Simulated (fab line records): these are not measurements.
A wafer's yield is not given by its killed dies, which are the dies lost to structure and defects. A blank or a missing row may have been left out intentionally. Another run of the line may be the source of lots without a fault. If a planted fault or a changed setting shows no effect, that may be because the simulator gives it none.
fab line records | flow nand-harc
record: lots: 6 | wafers: 18 | last-day: 23
route steps=1159 shown A_CONTACT@893 END@1159
lots with no fault: from the same line, run without faults
start-h: hours from the record's opening day to when the first of the lot's shown wafers began | wait-h: how many hours have passed since the lot's step before this one | " repeats the value in the row above | L1.1+2: one row covering several wafers at once | - no value, or no start given | * or withheld: withheld | < > ~ a bound
route shown NAME@n: a module of which the file shows steps, and the number in the route of the first | usual: mean/standard deviation of fault-free wafers | same: alike in all rows | chamber/n: place in a boat | sites: the reading at each site | _std_site: standard deviation across them | _edge_site: inner sites' mean taken away from outer sites' mean | radius-mm: how far each site lies from the wafer's centre | mask NAME#n: copy n | behind: the last tool/chamber to shape the wafer | hold: what put the lot on hold/how long, in hours/how the hold closed | device: the n, p or np transistor that did not switch | end of line: the route-end tests of the same wafers | a step given without rows: its recipe and nothing more | killed: dies lost to structure and defects at the first sort, not the wafer's yield | map: shows each die of a wafer: x if killed, . if not, _ if none is there
set.NAME: the setting as run; set.NAME@STEP: as run at that earlier step | model.NAME: the simulator's own value behind a step, which no gauge read
lots seen at some steps along the route; tables by step, rows by wafer
services: from which hour (start-h, from the record's first day; less than 0 if before it) a tool's chamber was out of use, for how many hours, and why
== steps ==
step: NHARC_A_CONTACT_EXPOSE_66
recipe: na: 1.35 | sigma-outer: 0.8 | dose-mj: 59.02 | mask-id: A_CC_2
step: NHARC_A_CONTACT_PEB_67
recipe: peb-temp-c: 100 | peb-time-s: 65
step: NHARC_A_CONTACT_DEVELOP_68
recipe: develop-time-s: 35 | dev-temp-c: 23
step: NHARC_A_CONTACT_CD_MEAS_69
recipe: target-cd-nm: 200 | landing-energy-ev: 500
usual: cd-nm: 200.1/0.56
lot.wafer | tool      | chamber | start-h | wait-h | cd-nm
L839.3    | cd-sem-03 | 0       | 386.08  | -      | 199.8
L839.4    | "         | 0       | "       | "      | 200.7
L839.5    | "         | 0       | "       | "      | 200.8
L836.2    | cd-sem-01 | 0       | 390.22  | -      | 200.6
L836.3    | "         | 0       | "       | "      | 200.2
L836.5    | "         | 0       | "       | "      | 200.9
L841.1    | cd-sem-02 | 0       | 409.65  | -      | 199.6
L841.5    | "         | 0       | "       | "      | 199.3
L841.6    | "         | 0       | "       | "      | 199.5
L847.1    | cd-sem-03 | 0       | 451.84  | -      | 201.0
L847.2    | "         | 0       | "       | "      | 200.1
L847.3    | "         | 0       | "       | "      | 200.2
L849.1    | cd-sem-03 | 0       | 462.77  | -      | 198.9
L849.2    | "         | 0       | "       | "      | 199.2
L849.4    | "         | 0       | "       | "      | 200.4
L853.1    | cd-sem-03 | 0       | 487.41  | -      | 199.5
L853.4    | "         | 0       | "       | "      | 200.5
L853.5    | "         | 0       | "       | "      | 199.5
step: NHARC_A_CONTACT_OVL_MEAS_70
usual: overlay-x-nm: 0.0/0.77 | overlay-y-nm: 0.2/1
lot.wafer | tool       | chamber | start-h | wait-h | overlay-x-nm | overlay-y-nm
L839.3    | overlay-01 | -       | 386.16  | -      | -0.1         | 1.0
L839.4    | "          | -       | "       | "      | 0.1          | 2.0
L839.5    | "          | -       | "       | "      | -0.1         | 1.5
L836.2    | overlay-01 | -       | 390.31  | -      | -1.0         | 0.8
L836.3    | "          | -       | "       | "      | -1.5         | 0.7
L836.5    | "          | -       | "       | "      | -0.8         | 0.1
L841.1    | overlay-01 | -       | 409.74  | -      | 0.2          | 0.5
L841.5    | "          | -       | "       | "      | 0.2          | 0.3
L841.6    | "          | -       | "       | "      | 0.2          | 0.6
L847.1    | overlay-01 | -       | 451.93  | -      | 1.2          | -1.1
L847.2    | "          | -       | "       | "      | 0.5          | -0.1
L847.3    | "          | -       | "       | "      | 0.9          | -0.6
L849.1    | overlay-02 | -       | 462.86  | -      | 0.1          | -0.4
L849.2    | "          | -       | "       | "      | 0.1          | 0.0
L849.4    | "          | -       | "       | "      | -0.4         | 0.1
L853.1    | overlay-02 | -       | 487.50  | -      | 0.8          | 1.0
L853.4    | "          | -       | "       | "      | 1.4          | 1.5
L853.5    | "          | -       | "       | "      | 1.1          | 0.9
step: NHARC_A_CONTACT_INSPECT_71
usual: raw-defect-count: 29/15
lot.wafer | tool              | chamber | start-h | wait-h | raw-defect-count
L839.3    | defect-inspect-02 | -       | 386.20  | 0.0    | 8
L839.4    | "                 | -       | "       | "      | 6
L839.5    | "                 | -       | "       | "      | 11
L836.2    | defect-inspect-02 | -       | 390.35  | 0.0    | 30
L836.3    | "                 | -       | "       | "      | 19
L836.5    | "                 | -       | "       | "      | 21
L841.1    | defect-inspect-01 | -       | 409.78  | 0.0    | 35
L841.5    | "                 | -       | "       | "      | 36
L841.6    | "                 | -       | "       | "      | 46
L847.1    | defect-inspect-02 | -       | 451.96  | 0.0    | 20
L847.2    | "                 | -       | "       | "      | 19
L847.3    | "                 | -       | "       | "      | 18
L849.1    | defect-inspect-01 | -       | 462.90  | 0.0    | 11
L849.2    | "                 | -       | "       | "      | 10
L849.4    | "                 | -       | "       | "      | 11
L853.1    | defect-inspect-02 | -       | 487.53  | 0.0    | 12
L853.4    | "                 | -       | "       | "      | 10
L853.5    | "                 | -       | "       | "      | 7
step: NHARC_A_CONTACT_DESCUM_74
recipe: time-s: 3 | o2-flow-sccm: 200 | ar-flow-sccm: 0 | bias-power-w: 0 | chemistry: O2
step: NHARC_A_CONTACT_ETCH_75
recipe: target-depth-a: 390 | over-etch-frac: 0.3 | time-s: 65 | ion-energy-ev: 80 | cf4-flow-sccm: 150 | ar-flow-sccm: 0 | rf-w: 300 | bias-w: 100 | chemistry: CF4
step: NHARC_A_CONTACT_ETCH_76
recipe: target-depth-a: 2600 | over-etch-frac: 0.3 | time-s: 475.3 | ion-energy-ev: 200 | n2-flow-sccm: 150 | h2-flow-sccm: 150 | ar-flow-sccm: 0 | rf-w: 400 | bias-w: 150 | chemistry: N2/H2
step: NHARC_A_CONTACT_ETCH_77
recipe: target-depth-a: 726 | time-s: 36.3 | cf4-flow-sccm: 100 | chf3-flow-sccm: 30 | ar-flow-sccm: 0 | rf-w: 500 | bias-w: 200 | chemistry: CF4/CHF3
step: NHARC_A_CONTACT_ETCH_78
recipe: target-depth-a: 28000 | over-etch-frac: 0.3 | time-s: 728 | ion-energy-ev: 150 | o2-flow-sccm: 400 | cos-flow-sccm: 20 | ar-flow-sccm: 0 | rf-w: 500 | bias-w: 300 | chemistry: O2/COS
step: NHARC_A_CONTACT_ETCH_124
recipe: source-w: withheld | pressure-mtorr: 20 | bias-v: withheld | time-s: 140 | target-depth-a: 7000 | ar-flow-sccm: withheld | c4f8-flow-sccm: withheld | o2-flow-sccm: withheld | chemistry: C4F8/O2/Ar
usual: chamber-pressure-mTorr: 20.001/0.018
lot.wafer | tool            | chamber | start-h | wait-h | chamber-pressure-mTorr | rf-hours-counter-h
L839.3    | har-cap-etch-02 | 0       | 387.74  | -      | 20.018                 | -
L839.4    | "               | 1       | "       | "      | 19.972                 | -
L839.5    | "               | 0       | "       | "      | 19.996                 | -
L836.2    | har-cap-etch-03 | 0       | 391.58  | -      | 19.997                 | 87
L836.3    | "               | 1       | "       | "      | 19.997                 | -
L836.5    | "               | 1       | "       | "      | 20.033                 | -
L841.1    | har-cap-etch-01 | 1       | 411.13  | -      | 19.988                 | 62
L841.6    | "               | 1       | "       | "      | 19.997                 | -
L841.5    | "               | 0       | "       | "      | 20.047                 | -
L847.1    | har-cap-etch-03 | 1       | 453.28  | -      | 20.014                 | 97
L847.2    | "               | 0       | "       | "      | 20.014                 | 97
L847.3    | "               | 1       | "       | "      | 20.004                 | -
L849.1    | har-cap-etch-03 | 1       | 464.09  | -      | 20.002                 | 99
L849.2    | "               | 0       | "       | "      | 20.000                 | 99
L849.4    | "               | 1       | "       | "      | 20.015                 | -
L853.1    | har-cap-etch-02 | 1       | 488.76  | -      | 19.990                 | 30
L853.4    | "               | 1       | "       | "      | 20.023                 | -
L853.5    | "               | 1       | "       | "      | 20.014                 | -
step: NHARC_A_CONTACT_ETCH_125
recipe: source-w: withheld | pressure-mtorr: 20 | bias-v: 1200 | time-s: 155 | target-depth-a: 9560 | ar-flow-sccm: withheld | c4f8-flow-sccm: withheld | o2-flow-sccm: withheld | chemistry: C4F8/O2/Ar
usual: chamber-pressure-mTorr: 20.001/0.02
lot.wafer | tool            | chamber | start-h | wait-h | chamber-pressure-mTorr | rf-hours-counter-h
L839.3    | har-cap-etch-02 | 0       | 387.92  | 0.1    | 19.980                 | -
L839.4    | "               | 1       | "       | "      | 19.959                 | -
L839.5    | "               | 0       | "       | "      | 19.997                 | -
L836.2    | har-cap-etch-03 | 0       | 391.83  | 0.2    | 19.987                 | 87
L836.3    | "               | 1       | "       | "      | 20.014                 | -
L836.5    | "               | 1       | "       | "      | 19.972                 | -
L841.1    | har-cap-etch-01 | 1       | 411.33  | 0.2    | 20.017                 | 62
L841.6    | "               | 1       | "       | "      | 19.986                 | -
L841.5    | "               | 0       | "       | "      | 20.009                 | -
L847.1    | har-cap-etch-03 | 1       | 453.48  | 0.2    | 19.997                 | 97
L847.2    | "               | 0       | "       | "      | 20.015                 | 97
L847.3    | "               | 1       | "       | "      | 20.005                 | -
L849.1    | har-cap-etch-03 | 1       | 464.29  | 0.2    | 19.964                 | 99
L849.2    | "               | 0       | "       | "      | 19.996                 | 99
L849.4    | "               | 1       | "       | "      | 20.012                 | -
L853.1    | har-cap-etch-02 | 1       | 488.95  | 0.2    | 20.010                 | 30
L853.4    | "               | 1       | "       | "      | 20.015                 | -
L853.5    | "               | 1       | "       | "      | 20.032                 | -
step: NHARC_A_CONTACT_ETCH_126
recipe: source-w: withheld | pressure-mtorr: 20 | bias-v: 1200 | time-s: 155 | target-depth-a: 9560 | ar-flow-sccm: withheld | c4f8-flow-sccm: withheld | o2-flow-sccm: withheld | chemistry: C4F8/O2/Ar
usual: chamber-pressure-mTorr: 19.998/0.022
lot.wafer | tool            | chamber | start-h | wait-h | chamber-pressure-mTorr | rf-hours-counter-h
L839.3    | har-cap-etch-02 | 0       | 388.06  | 0.1    | 20.017                 | -
L839.4    | "               | 1       | "       | "      | 19.981                 | -
L839.5    | "               | 0       | "       | "      | 20.010                 | -
L836.2    | har-cap-etch-03 | 0       | 392.02  | 0.2    | 20.004                 | 87
L836.3    | "               | 1       | "       | "      | 19.997                 | -
L836.5    | "               | 1       | "       | "      | 19.988                 | -
L841.1    | har-cap-etch-01 | 1       | 411.47  | 0.1    | 20.000                 | 62
L841.6    | "               | 1       | "       | "      | 19.996                 | -
L841.5    | "               | 0       | "       | "      | 20.008                 | -
L847.1    | har-cap-etch-03 | 1       | 453.62  | 0.1    | 20.019                 | 97
L847.2    | "               | 0       | "       | "      | 20.010                 | 97
L847.3    | "               | 1       | "       | "      | 19.981                 | -
L849.1    | har-cap-etch-03 | 1       | 464.43  | 0.1    | 19.982                 | 99
L849.2    | "               | 0       | "       | "      | 20.010                 | 99
L849.4    | "               | 1       | "       | "      | 19.978                 | -
L853.1    | har-cap-etch-02 | 1       | 489.10  | 0.1    | 19.982                 | 30
L853.4    | "               | 1       | "       | "      | 20.003                 | -
L853.5    | "               | 1       | "       | "      | 19.982                 | -
step: NHARC_A_CONTACT_ETCH_127
recipe: source-w: withheld | pressure-mtorr: 20 | bias-v: 1200 | time-s: 155 | target-depth-a: 9560 | ar-flow-sccm: withheld | c4f8-flow-sccm: withheld | o2-flow-sccm: withheld | chemistry: C4F8/O2/Ar
step: NHARC_A_CONTACT_ETCH_128
recipe: source-w: withheld | pressure-mtorr: 20 | bias-v: 1200 | time-s: 155 | target-depth-a: 9560 | ar-flow-sccm: withheld | c4f8-flow-sccm: withheld | o2-flow-sccm: withheld | chemistry: C4F8/O2/Ar
usual: chamber-pressure-mTorr: 19.999/0.02
lot.wafer | tool            | chamber | start-h | wait-h | chamber-pressure-mTorr | rf-hours-counter-h
L839.3    | har-cap-etch-02 | 0       | 388.34  | 0.1    | 19.985                 | -
L839.4    | "               | 1       | "       | "      | 19.999                 | -
L839.5    | "               | 0       | "       | "      | 20.006                 | -
L836.2    | har-cap-etch-03 | 0       | 392.40  | 0.2    | 19.982                 | 88
L836.3    | "               | 1       | "       | "      | 20.016                 | -
L836.5    | "               | 1       | "       | "      | 19.978                 | -
L841.1    | har-cap-etch-01 | 1       | 411.75  | 0.1    | 19.980                 | 62
L841.6    | "               | 1       | "       | "      | 20.013                 | -
L841.5    | "               | 0       | "       | "      | 20.005                 | -
L847.1    | har-cap-etch-03 | 1       | 453.90  | 0.1    | 19.962                 | 97
L847.2    | "               | 0       | "       | "      | 19.977                 | 97
L847.3    | "               | 1       | "       | "      | 19.975                 | -
L849.1    | har-cap-etch-03 | 1       | 464.71  | 0.1    | 20.004                 | 99
L849.2    | "               | 0       | "       | "      | 19.996                 | 99
L849.4    | "               | 1       | "       | "      | 20.025                 | -
L853.1    | har-cap-etch-02 | 1       | 489.38  | 0.1    | 20.014                 | 31
L853.4    | "               | 1       | "       | "      | 19.968                 | -
L853.5    | "               | 1       | "       | "      | 19.989                 | -
step: NHARC_A_CONTACT_ETCH_129
recipe: source-w: withheld | pressure-mtorr: 20 | bias-v: 1200 | time-s: 155 | target-depth-a: 9560 | ar-flow-sccm: withheld | c4f8-flow-sccm: withheld | o2-flow-sccm: withheld | chemistry: C4F8/O2/Ar
step: NHARC_A_CONTACT_ETCH_130
recipe: source-w: withheld | pressure-mtorr: 20 | bias-v: 1200 | time-s: 155 | target-depth-a: 9560 | ar-flow-sccm: withheld | c4f8-flow-sccm: withheld | o2-flow-sccm: withheld | chemistry: C4F8/O2/Ar
usual: chamber-pressure-mTorr: 19.997/0.017
lot.wafer | tool            | chamber | start-h | wait-h | chamber-pressure-mTorr | rf-hours-counter-h
L839.3    | har-cap-etch-02 | 0       | 388.62  | 0.1    | 19.986                 | -
L839.4    | "               | 1       | "       | "      | 20.002                 | -
L839.5    | "               | 0       | "       | "      | 20.015                 | -
L836.2    | har-cap-etch-03 | 0       | 392.79  | 0.2    | 20.005                 | 88
L836.3    | "               | 1       | "       | "      | 19.995                 | -
L836.5    | "               | 1       | "       | "      | 20.002                 | -
L841.1    | har-cap-etch-01 | 1       | 412.04  | 0.1    | 19.957                 | 63
L841.6    | "               | 1       | "       | "      | 20.005                 | -
L841.5    | "               | 0       | "       | "      | 20.013                 | -
L847.1    | har-cap-etch-03 | 1       | 454.19  | 0.1    | 19.969                 | 97
L847.2    | "               | 0       | "       | "      | 19.985                 | 97
L847.3    | "               | 1       | "       | "      | 19.985                 | -
L849.1    | har-cap-etch-03 | 1       | 464.99  | 0.1    | 20.004                 | 99
L849.2    | "               | 0       | "       | "      | 20.014                 | 99
L849.4    | "               | 1       | "       | "      | 20.001                 | -
L853.1    | har-cap-etch-02 | 1       | 489.66  | 0.1    | 19.988                 | 31
L853.4    | "               | 1       | "       | "      | 20.004                 | -
L853.5    | "               | 1       | "       | "      | 19.967                 | -
step: NHARC_A_CONTACT_ETCH_131
recipe: source-w: withheld | pressure-mtorr: 20 | bias-v: 1200 | time-s: 155 | target-depth-a: 9560 | ar-flow-sccm: withheld | c4f8-flow-sccm: withheld | o2-flow-sccm: withheld | chemistry: C4F8/O2/Ar
step: NHARC_A_CONTACT_ETCH_132
recipe: source-w: withheld | pressure-mtorr: 20 | bias-v: 1200 | time-s: 156 | target-depth-a: 9580 | ar-flow-sccm: withheld | c4f8-flow-sccm: withheld | o2-flow-sccm: withheld | chemistry: C4F8/O2/Ar
step: NHARC_A_CONTACT_ETCH_133
recipe: source-w: withheld | pressure-mtorr: 20 | bias-v: 400 | time-s: 195 | target-depth-a: 8400 | ar-flow-sccm: withheld | c4f8-flow-sccm: 11.5 | o2-flow-sccm: 7.2 | chemistry: C4F8/O2/Ar
step: NHARC_A_CONTACT_ETCH_91
recipe: target-depth-a: 400 | over-etch-frac: 0.5 | time-s: 85.7 | ion-energy-ev: 120 | ch3f-flow-sccm: 50 | o2-flow-sccm: 30 | ar-flow-sccm: 200 | rf-w: 500 | bias-w: 100 | chemistry: CH3F/O2
step: NHARC_A_CONTACT_ETCH_97
recipe: target-depth-a: 200 | over-etch-frac: 0.5 | time-s: 10 | ion-energy-ev: 250 | c4f6-flow-sccm: 25 | o2-flow-sccm: 20 | ar-flow-sccm: 500 | rf-w: 600 | bias-w: 500 | chemistry: C4F6/O2
step: NHARC_A_CONTACT_CD_MEAS_80
usual: cd-nm: 189.4/0.82
lot.wafer | tool      | chamber | start-h | wait-h | cd-nm
L839.3    | cd-sem-03 | -       | 389.79  | -      | 186.9
L839.4    | "         | -       | "       | "      | 187.2
L839.5    | "         | -       | "       | "      | 187.2
L836.2    | cd-sem-03 | -       | 394.12  | -      | 188.5
L836.3    | "         | -       | "       | "      | 189.0
L836.5    | "         | -       | "       | "      | 188.7
L841.1    | cd-sem-02 | -       | 413.25  | -      | 190.1
L841.5    | "         | -       | "       | "      | 190.7
L841.6    | "         | -       | "       | "      | 190.6
L847.1    | cd-sem-01 | -       | 455.40  | -      | 189.7
L847.2    | "         | -       | "       | "      | 189.5
L847.3    | "         | -       | "       | "      | 189.7
L849.1    | cd-sem-03 | -       | 466.24  | -      | 188.5
L849.2    | "         | -       | "       | "      | 188.3
L849.4    | "         | -       | "       | "      | 188.5
L853.1    | cd-sem-02 | -       | 490.84  | -      | 189.3
L853.4    | "         | -       | "       | "      | 189.7
L853.5    | "         | -       | "       | "      | 189.4
step: NHARC_A_CONTACT_STRIP_103
recipe: n2-flow-sccm: 150 | h2-flow-sccm: 150 | ar-flow-sccm: 0 | bias-w: 0 | chemistry: N2/H2
step: NHARC_A_CONTACT_STRIP_104
recipe: cf4-flow-sccm: 100 | chf3-flow-sccm: 30 | ar-flow-sccm: 0 | bias-w: 0 | chemistry: CF4/CHF3
step: NHARC_A_CONTACT_STRIP_105
recipe: o2-flow-sccm: 400 | cos-flow-sccm: 20 | ar-flow-sccm: 0 | bias-w: 0 | chemistry: O2/COS
step: NHARC_A_CONTACT_ETCH_106
recipe: target-depth-a: 600 | overetch-a: 60 | time-s: 33 | ion-energy-ev: 100 | cf4-flow-sccm: 80 | o2-flow-sccm: 20 | ar-flow-sccm: 0 | rf-w: 300 | bias-w: 100 | chemistry: CF4/O2
step: NHARC_A_CONTACT_STRIP_82
recipe: o2-flow-sccm: 500 | ar-flow-sccm: 0 | bias-w: 0 | chemistry: O2
step: NHARC_A_CONTACT_STRIP_83
recipe: time-s: 600 | temp-c: 30 | chemistry: post-etch-residue-remover
step: NHARC_A_CONTACT_DEP_84
recipe: target-thk-a: 20000 | temp-c: 400 | material: aC
usual: throttle-valve-pct: 35.000/0.01
lot.wafer | tool       | chamber | start-h | wait-h | throttle-valve-pct
L839.3    | acl-dep-01 | 0       | 392.78  | -      | 35.008
L839.4    | "          | 0       | "       | "      | 35.000
L839.5    | "          | 0       | "       | "      | 34.993
L836.2    | acl-dep-03 | 0       | 400.07  | -      | 35.006
L836.3    | "          | 0       | "       | "      | 35.001
L836.5    | "          | 0       | "       | "      | 34.989
L841.1    | acl-dep-01 | 0       | 414.25  | -      | 34.989
L841.5    | "          | 0       | "       | "      | 35.008
L841.6    | "          | 0       | "       | "      | 34.999
L847.1    | acl-dep-03 | 0       | 456.57  | -      | 35.000
L847.2    | "          | 0       | "       | "      | 34.996
L847.3    | "          | 0       | "       | "      | 34.988
L849.1    | acl-dep-03 | 0       | 467.55  | -      | 34.994
L849.2    | "          | 0       | "       | "      | 34.983
L849.4    | "          | 0       | "       | "      | 35.001
L853.1    | acl-dep-01 | 0       | 492.95  | -      | 35.000
L853.4    | "          | 0       | "       | "      | 35.002
L853.5    | "          | 0       | "       | "      | 34.981
step: NHARC_A_CONTACT_DEP_85
recipe: target-thk-a: 500 | target-thk-nm: 50 | temp-c: 400 | pressure-torr: 3.5 | flow-sccm: 200 | rf-w: 350 | material: SiON
step: NHARC_A_CONTACT_DEHYDRATE_00
recipe: temp-c: 150 | time-s: 120
step: NHARC_A_CONTACT_HMDS_01
recipe: time-s: 30
step: NHARC_A_CONTACT_COAT_86
recipe: temp-c: 260 | time-s: 75
step: NHARC_A_CONTACT_COAT_87
recipe: temp-c: 225 | time-s: 65
step: NHARC_A_CONTACT_COAT_02
recipe: spin-rpm: 1500 | resist-thk-nm: 90
step: NHARC_A_CONTACT_SOFTBAKE_03
recipe: temp-c: 105 | time-s: 55
step: NHARC_A_CONTACT_EBR_04
step: NHARC_A_CONTACT_EXPOSE_05
recipe: na: 1.35 | sigma-outer: 0.8 | dose-mj: 84.24 | mask-id: A_CC
step: NHARC_A_CONTACT_PEB_06
recipe: peb-temp-c: 100 | peb-time-s: 65
step: NHARC_A_CONTACT_DEVELOP_07
recipe: develop-time-s: 35 | dev-temp-c: 23
step: NHARC_END_SORT_01
recipe: temp-c: 25
usual: killed-at-array: 25/9.2 | killed-at-other: 0.9/1.3 | killed-at-periphery: 3.3/2.3 | killed-dies: 29/9.6 | killed-open: 3.2/1.8 | killed-short: 2/1.4
same: gross-dies: 677
lot.wafer | tool      | chamber | start-h | wait-h | killed-at-array | killed-at-other | killed-at-periphery | killed-dies | killed-open | killed-short
L841.1    | prober-02 | 0       | 470.26  | 2.5    | 34              | 0               | 3                   | 37          | 5           | 4
L841.5    | prober-02 | 0       | 473.46  | 3.7    | 29              | 1               | 1                   | 31          | 1           | 2
L841.6    | prober-02 | 0       | 474.26  | 4.0    | 37              | 0               | 3                   | 40          | 6           | 3
L847.1    | prober-01 | 0       | 512.24  | 2.5    | 105             | 2               | 1                   | 108         | 4           | 1
L847.3    | prober-01 | 0       | 513.86  | 3.1    | 93              | 0               | 1                   | 94          | 4           | 1
L849.1    | prober-01 | 0       | 529.50  | 2.5    | 96              | 5               | 2                   | 103         | 2           | 3
L849.2    | prober-01 | 0       | 530.31  | 2.8    | 13              | 3               | 4                   | 20          | 3           | 3
L849.4    | prober-01 | 0       | 531.91  | 3.4    | 87              | 1               | 6                   | 94          | 2           | 1
L853.1    | prober-01 | 0       | 559.48  | 2.5    | 15              | 1               | 1                   | 17          | 3           | 3
L853.4    | prober-01 | 0       | 561.88  | 3.4    | 12              | 1               | 1                   | 14          | 3           | 1
L853.5    | prober-01 | 0       | 562.69  | 3.7    | 10              | 1               | 2                   | 13          | 4           | 1
killed by level:class
L841.1 A_CHANNEL_HOLE_D1:chamber-film-flake=11 A_STAIRCASE:chamber-film-flake=6 A_CONTACT:chamber-film-flake=6 A_SLIT:chamber-film-flake=3 P_M0:geometric-particle:open=2 A_M0:chamber-film-flake=2 P_CONTACT:geometric-particle:short=1 A_ONON_D1:geometric-particle:short=1
L841.5 A_SLIT:chamber-film-flake=7 A_CHANNEL_HOLE_D1:chamber-film-flake=6 A_CONTACT:chamber-film-flake=6 A_STAIRCASE:chamber-film-flake=5 A_BONDPAD:chamber-film-flake=2 P_M0:geometric-particle:open=1 A_CHANNEL_FILL_D1:geometric-particle:short=1 A_BLC:geometric-particle:short=1
L841.6 A_CHANNEL_HOLE_D1:chamber-film-flake=16 A_SLIT:chamber-film-flake=8 A_STAIRCASE:chamber-film-flake=4 P_M0:geometric-particle:open=2 A_CONTACT:chamber-film-flake=2 P_CONTACT:geometric-particle:open=1 A_CHANNEL_FILL_D1:geometric-particle:short=1 A_CHANNEL_FILL_D1:geometric-particle:open=1
L847.1 A_CONTACT:unspecified=86 A_CHANNEL_HOLE_D1:chamber-film-flake=6 A_STAIRCASE:chamber-film-flake=5 A_CONTACT:geometric-particle:open=2 A_SGD_CUT:chamber-film-flake=2 THIN_TSV:chamber-film-flake=2 A_SGD_CUT:geometric-particle:open=1 A_M0:geometric-particle:open=1
L847.3 A_CONTACT:unspecified=77 A_STAIRCASE:chamber-film-flake=5 A_SGD_CUT:chamber-film-flake=3 A_ONON_D1:geometric-particle:short=1 A_ONON_D1:geometric-particle:open=1 A_CHANNEL_FILL_D1:geometric-particle:open=1 A_CONTACT:geometric-particle:open=1 A_BLC:geometric-particle:open=1
L849.1 A_CONTACT:unspecified=84 THIN_TSV:chamber-film-flake=5 A_CHANNEL_HOLE_D1:chamber-film-flake=3 A_STAIRCASE:chamber-film-flake=3 P_GATE:geometric-particle:open=1 A_CHANNEL_FILL_D1:geometric-particle:short=1 A_CHANNEL_FILL_D1:geometric-particle:open=1 A_WL_FILL:geometric-particle:short=1
L849.2 A_CHANNEL_HOLE_D1:chamber-film-flake=3 A_STAIRCASE:chamber-film-flake=3 THIN_TSV:chamber-film-flake=3 P_CONTACT:chamber-film-flake=2 P_CONTACT:geometric-particle:open=1 A_CHANNEL_FILL_D1:geometric-particle:open=1 A_CHANNEL_FILL_D1:geometric-particle:short=1 A_WL_FILL:geometric-particle:short=1
L849.4 A_CONTACT:unspecified=78 A_CHANNEL_HOLE_D1:chamber-film-flake=5 P_CONTACT:chamber-film-flake=2 A_STAIRCASE:chamber-film-flake=2 P_GATE:geometric-particle:short=1 P_M0:geometric-particle:open=1 P_M1:geometric-particle:open=1 P_STI:chamber-film-flake=1
L853.1 A_CHANNEL_HOLE_D1:chamber-film-flake=5 A_CONTACT:chamber-film-flake=3 A_CONTACT:geometric-particle:open=2 A_ONON_D1:geometric-particle:short=1 A_ONON_D1:geometric-particle:open=1 A_CONTACT:geometric-particle:short=1 A_M0:geometric-particle:short=1 P_STI:chamber-film-flake=1
L853.4 A_CHANNEL_HOLE_D1:chamber-film-flake=3 A_CONTACT:chamber-film-flake=3 A_M0:geometric-particle:open=2 A_WL_FILL:geometric-particle:short=1 A_BLC:geometric-particle:open=1 P_STI:chamber-film-flake=1 A_CHANNEL_FILL_D1:chamber-film-flake=1 A_SLIT:chamber-film-flake=1
L853.5 A_CHANNEL_HOLE_D1:chamber-film-flake=4 A_CONTACT:geometric-particle:open=2 A_CONTACT:chamber-film-flake=2 P_M0:geometric-particle:open=1 A_CHANNEL_FILL_D1:geometric-particle:short=1 A_CHANNEL_FILL_D1:geometric-particle:open=1 P_M1:chamber-film-flake=1 THIN_TSV:chamber-film-flake=1
map L847.1 (x killed, . not)
____________.____________
_________......._________
_______..........._______
______.....x..x....______
_____..............._____
____...........xx.x..____
____..........xx.x...____
___.........xxxxxx....___
___........x.xxxxxx...___
__.........xxxxxxx.....__
__.........xxxxxxxxx...__
_........x..xxxxxxx....._
_.........xxxxxxxxx....._
_..........xxxxxxxx....._
_........xx.xxxxxxx....._
_............xxxxxxx...._
...........xxxxxxx.......
.............xxxxx.......
..........x.......x......
.....x...................
.........................
_...............x......._
_...............x......._
_......................._
_............x.........._
_......................._
__............x........__
__...........x.........__
___.....xx............___
___..........x........___
____xxx..............____
____.................____
_____x.x............_____
______..........x..______
_______x.........._______
_________......._________
____________.____________
map L849.1 (x killed, . not)
____________.____________
_________......._________
_______..........._______
______.............______
_____..........x...x_____
____...........x.....____
____..........x.x....____
___...........xxx.....___
___.........xxxxxxxx..___
__..........xxxxxx.....__
__.........xxxxxxxxx...__
_...........xxxxxxx.x..._
_........x..xxxxxxxx...._
_...........xxxxxxx....._
_..........xxxxxxxx....x_
_..........xxxxxxxx....._
............xxxxx.......x
...........xxxxx.x.......
............xx.xxx.......
.x........x..xx.x....x...
.........................
_............x.........._
_......................._
_...x..................._
_.x...................x._
_......................._
__.....................__
__.....................__
___...................___
___...................___
____.................____
____.................____
_____..............._____
______.............______
_______.x........._______
_________...xx.._________
____________x____________
== services ==
tool       | chamber | start-h | hours | kind
acl-dep-03 | -       | 406.00  | 13.0  | pm
acl-dep-01 | -       | 477.99  | 13.0  | pm
== key ==
first-sign: step: NHARC_END_SORT_01 | reading: killed-at-array | direction: up | sigmas: 7.6 | usual: 25 | struck: 95
effect: step: NHARC_END_SORT_01 | reading: killed-dies | direction: up | sigmas: 7.3 | usual: 29 | struck: 100
more-kills-born-at: NHARC_A_CONTACT_ETCH_125@har-cap-etch-03: 317
met-at NHARC_A_CONTACT_ETCH_125
struck-wafers L847.1,L847.3,L849.1,L849.4
tester-left-out L847,L849
onset-between 391.83 453.48
fault: kind: chamber-particle-source | tool: har-cap-etch-03 | chamber: 1 | onset-h: 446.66 | steps: NHARC_A_CONTACT_ETCH_125 | rate-per-visit-cm2: 0.63137 | end-h: 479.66
tester-left-out: of these lots the tester's yield and bins aren't shown, on N5 and GAA mostly nor the transistor test; their killed dies are dies lost to structure and defects alone, not to doping, threshold or leakage, so they don't give the yield
